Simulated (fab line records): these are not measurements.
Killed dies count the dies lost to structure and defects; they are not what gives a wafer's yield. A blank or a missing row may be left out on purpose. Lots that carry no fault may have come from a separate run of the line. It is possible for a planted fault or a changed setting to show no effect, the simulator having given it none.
Matching of chambers ; flow nand_harc ; cmp-01 running NHARC_A_BONDPAD_CMP_29: 4 sister chambers
The step polishes SiCN, target thk 200 nm. 8 wafers are shown with their chamber, then 10 later ones without.

## EACH WAFER AND ITS CHAMBER
wafer;chamber;motor_current_A (A)
L080.6;2;12.7
L086.3;0;11.2
L086.6;3;11.5
L087.3;1;11.9
L087.5;1;12.2
L087.6;2;13.2
L089.2;3;11.1
L089.3;0;11.4

## WAFERS WITHOUT THEIR CHAMBER
wafer;motor_current_A (A)
L089.6;11.4
L091.2;12.2
L091.3;10.9
L091.6;13.7
L094.1;12.4
L094.2;10.8
L094.5;12.4
L096.1;11.0
L096.3;12.5
L096.4;13.8

## WHICH CHAMBER EACH ONE RAN IN
wafer;from the rows above;in truth
L089.6;can't be placed: 0 or 3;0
L091.2;1;1
L091.3;can't be placed: 0 or 3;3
L091.6;2;2
L094.1;can't be placed: 1 or 2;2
L094.2;can't be placed: 0 or 3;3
L094.5;can't be placed: 1 or 2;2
L096.1;can't be placed: 0 or 3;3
L096.3;can't be placed: 1 or 2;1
L096.4;2;2
Placed correctly: 3 of 10. Cannot be placed on the basis of these rows: 7; the candidates contain the true chamber in 7. Wrongly placed: 0.
How it was worked out, from the rows above alone: a wafer's distance from a chamber is the root of the sum, over the readings, of the square of ((its reading less the chamber's mean) divided by the reading's scatter). The wafer belongs to the nearest chamber; if the next one is less than 2 further off, it can't be placed. The mean given for a chamber averages the wafers shown for that chamber. How the scatter is found: for the shown wafers, subtract from each reading the mean of its chamber, square and add these, divide the total by (wafers less chambers), then take the root.
